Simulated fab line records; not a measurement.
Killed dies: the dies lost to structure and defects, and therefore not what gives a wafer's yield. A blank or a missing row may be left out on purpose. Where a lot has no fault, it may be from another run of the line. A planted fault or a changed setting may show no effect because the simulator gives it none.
fab line records + flow nand_harc
record
- lots=13
- wafers=36
- last_day=33
route steps=1302 shown P_M0@282 P_M1@302 END@1302
lots untouched by any fault: they come from a run of this same line in which no faults occurred
start_h: hours from the record's first day to the start of the lot's first wafer shown + wait_h: hours since the lot's step before + " identical to the entry in the row above + L1.1+2: a row that stands for several wafers + - value missing, or start not given + * or withheld: withheld + < > ~ a bound
route shown NAME@n: a module of which the file shows steps, and the number in the route of the first + usual: mean and standard deviation over wafers with no fault + same: alike in all rows + chamber/n: place in a boat + sites: the reading at each site + _std_site: standard deviation across them + _edge_site: the outer-site mean with the inner-site mean subtracted + radius_mm: how far each site lies from the wafer's centre + mask NAME#n: copy n + behind: the last tool/chamber to shape the wafer + hold: the reason the lot was held/the length of the hold in hours/how it ended + device: names the non-switching transistor (n, p or np) + end of line: at the end of the route, the tests of the same wafers + a step without rows: its recipe alone + killed: count of dies lost to structure and defects at first sort (not the wafer's yield) + map: a wafer's dies, marking killed ones x, the rest . and places with no die _
set.NAME: the run value of the setting; set.NAME@STEP: its run value at that earlier step + model.NAME: the simulator's own value behind a step, which no gauge read
one table for each step of the route and one row for each wafer, over a sample of lots
services: from which hour (start_h, from the record's first day; less than 0 if before it) a tool's chamber was out of use, for how many hours, and why
## steps
# step NHARC_P_M0_INSPECT_27
# usual
- raw_defect_count=341/130
| lot.wafer | tool              | chamber | start_h | wait_h | raw_defect_count |
|-----------|-------------------|---------|---------|--------|------------------|
| L627.1    | defect_inspect-01 | -       | 125.50  | 0.0    | 289              |
| L627.3    | "                 | -       | "       | "      | 413              |
| L627.6    | "                 | -       | "       | "      | 493              |
| L629.2    | defect_inspect-01 | -       | 144.46  | 0.0    | 315              |
| L629.3    | "                 | -       | "       | "      | 295              |
| L629.4    | "                 | -       | "       | "      | 295              |
| L628.3    | defect_inspect-02 | -       | 144.96  | 0.0    | 565              |
| L628.5    | "                 | -       | "       | "      | 427              |
| L628.6    | "                 | -       | "       | "      | 700              |
| L630.3    | defect_inspect-01 | -       | 157.09  | 0.0    | 338              |
| L630.4    | "                 | -       | "       | "      | 540              |
| L630.5    | "                 | -       | "       | "      | 483              |
| L632.1    | defect_inspect-01 | -       | 178.51  | 0.0    | 272              |
| L632.2    | "                 | -       | "       | "      | 268              |
| L632.6    | "                 | -       | "       | "      | 351              |
| L633.1    | defect_inspect-01 | -       | 189.07  | 0.0    | 355              |
| L633.4    | "                 | -       | "       | "      | 547              |
| L633.5    | "                 | -       | "       | "      | 519              |
| L634.1    | defect_inspect-02 | -       | 193.83  | 0.0    | 272              |
| L634.4    | "                 | -       | "       | "      | 225              |
| L634.6    | "                 | -       | "       | "      | 286              |
| L636.2    | defect_inspect-01 | -       | 217.32  | 0.0    | 261              |
| L636.4    | "                 | -       | "       | "      | 171              |
| L636.6    | "                 | -       | "       | "      | 210              |
| L644.2    | defect_inspect-02 | -       | 289.88  | 0.0    | 180              |
| L644.3    | "                 | -       | "       | "      | 207              |
| L643.1    | defect_inspect-01 | -       | 290.46  | 0.0    | 264              |
| L643.4    | "                 | -       | "       | "      | 212              |
| L643.6    | "                 | -       | "       | "      | 258              |
| L645.6    | defect_inspect-02 | -       | 304.02  | 0.0    | 352              |
| L646.1    | defect_inspect-01 | -       | 311.43  | 0.0    | 495              |
| L646.2    | "                 | -       | "       | "      | 266              |
| L646.3    | "                 | -       | "       | "      | 281              |
| L647.2    | defect_inspect-02 | -       | 334.61  | 0.0    | 251              |
| L647.3    | "                 | -       | "       | "      | 238              |
| L647.5    | "                 | -       | "       | "      | 179              |
# step NHARC_P_M0_DEP_32
# recipe
- target_thk_a=300
- temp_c=370
- target_thk_nm=30
- pressure_torr=3
- flow_sccm=200
- rf_w=450
- material=SiCN
# usual
- heater_power_w=554/64
| lot.wafer | tool     | chamber | start_h | wait_h | heater_power_w |
|-----------|----------|---------|---------|--------|----------------|
| L627.3    | pecvd-03 | 1       | 125.69  | 0.1    | 635            |
| L627.1    | "        | 2       | "       | "      | 491            |
| L627.6    | "        | 1       | "       | "      | 631            |
| L629.2    | pecvd-03 | 0       | 144.61  | 0.1    | 491            |
| L629.3    | "        | 1       | "       | "      | 529            |
| L629.4    | "        | 2       | "       | "      | 468            |
| L628.3    | pecvd-04 | 2       | 145.33  | 0.1    | 683            |
| L628.6    | "        | 1       | "       | "      | 589            |
| L628.5    | "        | 2       | "       | "      | 662            |
| L630.3    | pecvd-04 | 1       | 157.33  | 0.1    | 651            |
| L630.4    | "        | 0       | "       | "      | 486            |
| L630.5    | "        | 1       | "       | "      | 655            |
| L632.1    | pecvd-03 | 1       | 178.66  | 0.1    | 569            |
| L632.2    | "        | 2       | "       | "      | 474            |
| L632.6    | "        | 0       | "       | "      | 554            |
| L633.1    | pecvd-04 | 2       | 189.25  | 0.1    | 673            |
| L633.4    | "        | 1       | "       | "      | 599            |
| L633.5    | "        | 0       | "       | "      | 535            |
| L634.1    | pecvd-01 | 0       | 193.98  | 0.1    | 672            |
| L634.4    | "        | 1       | "       | "      | 500            |
| L634.6    | "        | 2       | "       | "      | 598            |
| L636.2    | pecvd-03 | 0       | 217.51  | 0.1    | 508            |
| L636.6    | "        | 2       | "       | "      | 550            |
| L636.4    | "        | 0       | "       | "      | 498            |
| L644.3    | pecvd-04 | 2       | 290.03  | 0.1    | 600            |
| L644.2    | "        | 0       | "       | "      | 468            |
| L643.1    | pecvd-03 | 2       | 290.65  | 0.1    | 548            |
| L643.6    | "        | 1       | "       | "      | 589            |
| L643.4    | "        | 2       | "       | "      | 558            |
| L645.6    | pecvd-04 | 2       | 304.34  | 0.2    | 624            |
| L646.1    | pecvd-04 | 0       | 311.58  | 0.1    | 470            |
| L646.2    | "        | 1       | "       | "      | 649            |
| L646.3    | "        | 2       | "       | "      | 670            |
| L647.3    | pecvd-03 | 2       | 334.80  | 0.1    | 545            |
| L647.2    | "        | 0       | "       | "      | 500            |
| L647.5    | "        | 1       | "       | "      | 638            |
# step NHARC_P_M1_STRIP_18
# recipe
- power_w=1000
- n2_flow_sccm=150
- h2_flow_sccm=150
- ar_flow_sccm=0
- bias_w=0
- chemistry=N2/H2
# usual
- chamber_pressure_mTorr=30.000/0.025
- drypump_motor_current_A=5.6/0.37
- oes_product_au=1.000/0.0074
- rf_vpp_V=90.4/1.1
- showerhead_plenum_p_Torr=2.01/0.1
- throttle_valve_pct=14.171/0.0089
| lot.wafer | tool        | chamber | start_h | wait_h | chamber_pressure_mTorr | drypump_motor_current_A | oes_product_au | rf_hours_counter_h | rf_vpp_V | showerhead_plenum_p_Torr | throttle_valve_pct |
|-----------|-------------|---------|---------|--------|------------------------|-------------------------|----------------|--------------------|----------|--------------------------|--------------------|
| L627.3    | rie_diel-10 | 1       | 127.49  | 0.1    | 29.974                 | 5.3                     | 0.987          | 5                  | 87.5     | 1.91                     | 14.146             |
| L627.1    | "           | 2       | "       | "      | 29.940                 | 5.1                     | 0.999          | 5                  | 91.0     | 2.12                     | 14.174             |
| L627.6    | "           | 0       | "       | "      | 29.976                 | 5.5                     | 1.000          | -                  | 92.4     | 2.19                     | 14.171             |
| L629.2    | rie_diel-08 | 2       | 146.41  | 0.1    | 29.993                 | 6.0                     | 0.995          | 7                  | 89.2     | 1.92                     | 14.175             |
| L629.3    | "           | 3       | "       | "      | 29.995                 | 5.2                     | 0.995          | 7                  | 90.1     | 1.93                     | 14.183             |
| L629.4    | "           | 1       | "       | "      | 29.993                 | 5.8                     | 1.001          | 8                  | 90.2     | 2.17                     | 14.189             |
| L628.3    | rie_diel-08 | 1       | 147.07  | 0.1    | 30.007                 | 5.8                     | 1.001          | 8                  | 91.3     | 2.17                     | 14.165             |
| L628.5    | "           | 0       | "       | "      | 30.020                 | 5.9                     | 1.003          | -                  | 90.7     | 1.98                     | 14.166             |
| L628.6    | "           | 1       | "       | "      | 30.048                 | 5.8                     | 0.995          | -                  | 91.8     | 2.17                     | 14.173             |
| L630.3    | rie_diel-08 | 0       | 159.09  | 0.1    | 30.003                 | 5.9                     | 1.000          | 8                  | 90.7     | 1.98                     | 14.174             |
| L630.4    | "           | 0       | "       | "      | 29.998                 | 5.9                     | 1.012          | -                  | 92.5     | 1.98                     | 14.178             |
| L630.5    | "           | 1       | "       | "      | 29.996                 | 5.8                     | 1.005          | -                  | 91.3     | 2.17                     | 14.171             |
| L632.1    | rie_diel-08 | 3       | 180.50  | 0.1    | 30.040                 | 5.3                     | 1.001          | 10                 | 88.8     | 1.93                     | 14.155             |
| L632.2    | "           | 2       | "       | "      | 30.008                 | 6.1                     | 0.987          | 10                 | 89.8     | 1.92                     | 14.181             |
| L632.6    | "           | 3       | "       | "      | 29.944                 | 5.3                     | 0.998          | -                  | 91.4     | 1.93                     | 14.166             |
| L633.4    | rie_diel-10 | 1       | 191.08  | 0.1    | 30.023                 | 5.3                     | 0.982          | 11                 | 89.7     | 1.91                     | 14.170             |
| L633.1    | "           | 2       | "       | "      | 30.003                 | 5.1                     | 1.001          | 10                 | 91.7     | 2.12                     | 14.177             |
| L633.5    | "           | 3       | "       | "      | 29.969                 | 5.6                     | 0.999          | -                  | 89.7     | 1.96                     | 14.164             |
| L634.4    | rie_diel-12 | 1       | 195.79  | 0.1    | 29.979                 | 5.1                     | 0.997          | 34                 | 90.1     | 2.02                     | 14.182             |
| L634.1    | "           | 0       | "       | "      | 30.055                 | 6.6                     | 1.007          | 29                 | 91.2     | 1.95                     | 14.160             |
| L634.6    | "           | 2       | "       | "      | 29.943                 | 6.0                     | 1.000          | -                  | 89.9     | 1.95                     | 14.181             |
| L636.4    | rie_diel-10 | 0       | 219.33  | 0.1    | 30.009                 | 5.5                     | 1.006          | 15                 | 91.8     | 2.18                     | 14.182             |
| L636.2    | "           | 1       | "       | "      | 29.987                 | 5.3                     | 1.000          | 15                 | 89.9     | 1.91                     | 14.171             |
| L636.6    | "           | 3       | "       | "      | 29.998                 | 5.6                     | 1.007          | -                  | 89.0     | 1.96                     | 14.178             |
| L644.2    | rie_diel-10 | 3       | 291.85  | 0.1    | 30.009                 | 5.6                     | 1.003          | 4                  | 90.1     | 1.96                     | 14.160             |
| L644.3    | "           | 1       | "       | "      | 30.021                 | 5.4                     | 0.997          | 3                  | 89.0     | 1.91                     | 14.163             |
| L643.1    | rie_diel-12 | 3       | 292.38  | 0.1    | 29.987                 | 5.8                     | 1.003          | 3                  | 90.9     | 1.98                     | 14.167             |
| L643.4    | "           | 0       | "       | "      | 29.941                 | 6.6                     | 1.005          | 4                  | 90.2     | 1.95                     | 14.173             |
| L643.6    | "           | 3       | "       | "      | 30.021                 | 5.7                     | 0.990          | -                  | 90.7     | 1.98                     | 14.182             |
| L645.6    | rie_diel-10 | 0       | 306.11  | 0.2    | 30.021                 | 5.5                     | 1.010          | -                  | 92.3     | 2.18                     | 14.170             |
| L646.3    | rie_diel-12 | 0       | 313.28  | 0.1    | 30.000                 | 6.6                     | 0.998          | 13                 | 88.7     | 1.94                     | 14.173             |
| L646.1    | "           | 1       | "       | "      | 29.991                 | 5.2                     | 0.986          | 11                 | 91.2     | 2.00                     | 14.151             |
| L646.2    | "           | 2       | "       | "      | 29.987                 | 6.0                     | 0.983          | 12                 | 89.7     | 1.94                     | 14.176             |
| L647.3    | rie_diel-08 | 3       | 336.67  | 0.1    | 30.018                 | 5.3                     | 1.005          | 9                  | 89.5     | 1.93                     | 14.186             |
| L647.2    | "           | 1       | "       | "      | 29.966                 | 5.8                     | 1.014          | 10                 | 91.3     | 2.17                     | 14.175             |
| L647.5    | "           | 3       | "       | "      | 30.004                 | 5.3                     | 1.003          | -                  | 89.4     | 1.93                     | 14.173             |
# step NHARC_P_M1_PVD_20
# recipe
- target_thk_a=50
- bias_v=168.6
- power_w=15000
- chamber_pressure_pa=0.12
- time_s=8.06
- substrate_temp_c=50
- material=TaN
# usual
- throttle_valve_pct=29.7/0.91
| lot.wafer | tool           | chamber | start_h | wait_h | throttle_valve_pct |
|-----------|----------------|---------|---------|--------|--------------------|
| L627.1    | pvd_sputter-03 | -       | 128.21  | -      | 29.2               |
| L627.3    | "              | -       | "       | "      | 31.4               |
| L627.6    | "              | -       | "       | "      | 29.3               |
| L629.2    | pvd_sputter-02 | -       | 147.16  | -      | 29.7               |
| L629.3    | "              | -       | "       | "      | 30.4               |
| L629.4    | "              | -       | "       | "      | 28.4               |
| L628.3    | pvd_sputter-03 | -       | 147.81  | -      | 29.2               |
| L628.5    | "              | -       | "       | "      | 29.3               |
| L628.6    | "              | -       | "       | "      | 29.3               |
| L630.3    | pvd_sputter-02 | -       | 159.88  | -      | 29.7               |
| L630.4    | "              | -       | "       | "      | 29.9               |
| L630.5    | "              | -       | "       | "      | 31.2               |
| L632.2    | pvd_sputter-03 | -       | 181.25  | -      | 31.1               |
| L632.1    | "              | -       | "       | "      | 29.8               |
| L632.6    | "              | -       | "       | "      | 29.6               |
| L633.4    | pvd_sputter-01 | -       | 191.78  | -      | 30.1               |
| L633.1    | "              | -       | "       | "      | 28.9               |
| L633.5    | "              | -       | "       | "      | 29.8               |
| L634.1    | pvd_sputter-01 | -       | 196.54  | -      | 28.8               |
| L634.4    | "              | -       | "       | "      | 30.3               |
| L634.6    | "              | -       | "       | "      | 28.9               |
| L636.4    | pvd_sputter-02 | -       | 220.05  | -      | 30.2               |
| L636.2    | "              | -       | "       | "      | 28.2               |
| L636.6    | "              | -       | "       | "      | 29.7               |
| L644.3    | pvd_sputter-01 | -       | 292.59  | -      | 30.2               |
| L644.2    | "              | -       | "       | "      | 29.4               |
| L643.1    | pvd_sputter-03 | -       | 293.13  | -      | 29.6               |
| L643.4    | "              | -       | "       | "      | 29.7               |
| L643.6    | "              | -       | "       | "      | 29.7               |
| L645.6    | pvd_sputter-01 | -       | 306.79  | -      | 29.8               |
| L646.2    | pvd_sputter-03 | -       | 314.06  | -      | 29.5               |
| L646.1    | "              | -       | "       | "      | 28.4               |
| L646.3    | "              | -       | "       | "      | 29.6               |
| L647.2    | pvd_sputter-03 | -       | 337.40  | -      | 28.4               |
| L647.3    | "              | -       | "       | "      | 29.7               |
| L647.5    | "              | -       | "       | "      | 28.4               |
# step NHARC_END_SORT_01
# recipe
- temp_c=25
# usual
- defect_limited_yield=92/3
- killed_at_array=52/20
- killed_at_other=1.0/1.3
- killed_at_periphery=3.7/2.2
- killed_dies=57/20
- killed_open=3.2/1.6
- killed_short=2.4/1.6
- sort_bin_2_pct=2.9/1.4
- sort_bin_3_pct=0.6/0.41
- sort_bin_4_pct=4.8/1.5
- sort_n_pass=620/20
- sort_rim_yield_pct=93/3.5
- sort_yield_pct=92/3
# same
- gross_dies=677
- sort_bin_5_pct[%]=0
- sort_bin_6_pct[%]=0
- sort_bin_7_pct[%]=0
- sort_bin_8_pct[%]=0
- sort_rim_n_gross=106.00
| lot.wafer | tool      | chamber | start_h | wait_h | defect_limited_yield[%] | killed_at_array | killed_at_other | killed_at_periphery | killed_dies | killed_open | killed_short | sort_bin_2_pct[%] | sort_bin_3_pct[%] | sort_bin_4_pct[%] | sort_n_pass | sort_rim_yield_pct[%] | sort_yield_pct[%] |
|-----------|-----------|---------|---------|--------|-------------------------|-----------------|-----------------|---------------------|-------------|-------------|--------------|-------------------|-------------------|-------------------|-------------|-----------------------|-------------------|
| L644.2    | prober-01 | 0       | 727.73  | 2.8    | 75                      | 72              | 1               | 97                  | 170         | 3           | 1            | 10.6              | 4.6               | 9.9               | 507         | 92                    | 75                |
| L644.3    | prober-01 | 0       | 728.51  | 3.1    | 87                      | 77              | 0               | 10                  | 87          | 5           | 4            | 5.6               | 0.6               | 6.6               | 590         | 90                    | 87                |
| L645.6    | prober-02 | 0       | 751.26  | 3.9    | 81                      | 40              | 0               | 89                  | 129         | 4           | 2            | 7.5               | 4.1               | 7.4               | 548         | 99                    | 81                |
# killed by level:class
L644.2 P_M1:unspecified=91 A_CHANNEL_HOLE_D1:chamber_film_flake=32 A_SLIT:chamber_film_flake=29 A_STAIRCASE:chamber_film_flake=3 A_CONTACT:chamber_film_flake=3 P_STI:chamber_film_flake=2 P_CONTACT:chamber_film_flake=2 A_CHANNEL_FILL_D1:chamber_film_flake=2
L644.3 A_CHANNEL_HOLE_D1:chamber_film_flake=32 A_SLIT:chamber_film_flake=31 P_STI:chamber_film_flake=6 A_CONTACT:chamber_film_flake=5 A_CHANNEL_FILL_D2:geometric_particle:open=2 P_GATE:chamber_film_flake=2 P_CONTACT:geometric_particle:open=1 A_ONON_D1:geometric_particle:short=1
L645.6 P_M1:unspecified=89 A_CHANNEL_HOLE_D2:chamber_film_flake=16 A_CHANNEL_HOLE_D1:chamber_film_flake=6 A_CHANNEL_FILL_D1:chamber_film_flake=4 A_CONTACT:chamber_film_flake=4 A_ONON_D1:geometric_particle:open=2 A_STAIRCASE:chamber_film_flake=2 A_ONON_D1:geometric_particle:short=1
## services
| tool           | chamber | start_h | hours | kind   |
|----------------|---------|---------|-------|--------|
| pvd_sputter-02 | -       | 111.35  | 10.0  | pm     |
| rie_diel-08    | 0       | 114.97  | 3.2   | repair |
| rie_diel-12    | 0       | 138.79  | 6.6   | repair |
| pvd_sputter-02 | -       | 155.32  | 0.9   | repair |
| rie_diel-08    | 2       | 156.18  | 3.1   | repair |
| pvd_sputter-03 | -       | 156.91  | 4.6   | repair |
| pvd_sputter-02 | -       | 161.48  | 2.3   | repair |
| rie_diel-12    | 3       | 165.03  | 13.8  | repair |
| pvd_sputter-03 | -       | 170.01  | 10.0  | pm     |
| rie_diel-08    | -       | 177.81  | 0.2   | repair |
| rie_diel-08    | 0       | 183.08  | 5.2   | repair |
| pecvd-03       | -       | 185.25  | 13.0  | pm     |
| rie_diel-08    | -       | 190.80  | 9.0   | pm     |
| pvd_sputter-02 | -       | 215.15  | 4.0   | repair |
| pvd_sputter-01 | -       | 226.00  | 10.0  | pm     |
| pecvd-04       | 0       | 228.27  | 3.9   | repair |
| pvd_sputter-03 | -       | 231.56  | 1.0   | repair |
| rie_diel-12    | 2       | 240.43  | 25.3  | repair |
| rie_diel-10    | -       | 242.54  | 9.0   | pm     |
| rie_diel-12    | -       | 268.96  | 9.0   | pm     |
| pecvd-04       | -       | 269.51  | 13.0  | pm     |
| rie_diel-10    | 2       | 286.15  | 2.9   | repair |
| pecvd-04       | -       | 294.63  | 0.5   | repair |
| pvd_sputter-03 | -       | 298.60  | 0.5   | repair |
## key
first_sign
- step=NHARC_END_SORT_01
- reading=killed_at_periphery
- direction=up
- sigmas=41
- usual=3.7
- struck=93
effect
- step=NHARC_END_SORT_01
- reading=defect_limited_yield
- direction=down
- sigmas=4.6
- usual=92
- struck=78
more_kills_born_at
- NHARC_P_M1_PVD_20@pvd_sputter-01=180
met_at NHARC_P_M1_PVD_20
struck_lots L644,L645
struck_wafers L644.2,L645.6
not_acting_at NHARC_P_M0_INSPECT_27,NHARC_P_M0_DEP_32,NHARC_P_M1_STRIP_18
onset_between 196.54 292.59
fault
- kind=chamber_particle_source
- tool=pvd_sputter-01
- chamber=-
- onset_h=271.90
- steps=NHARC_P_M1_PVD_20
- rate_per_visit_cm2=0.90658
- end_h=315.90
- scope=struck_wafers_only
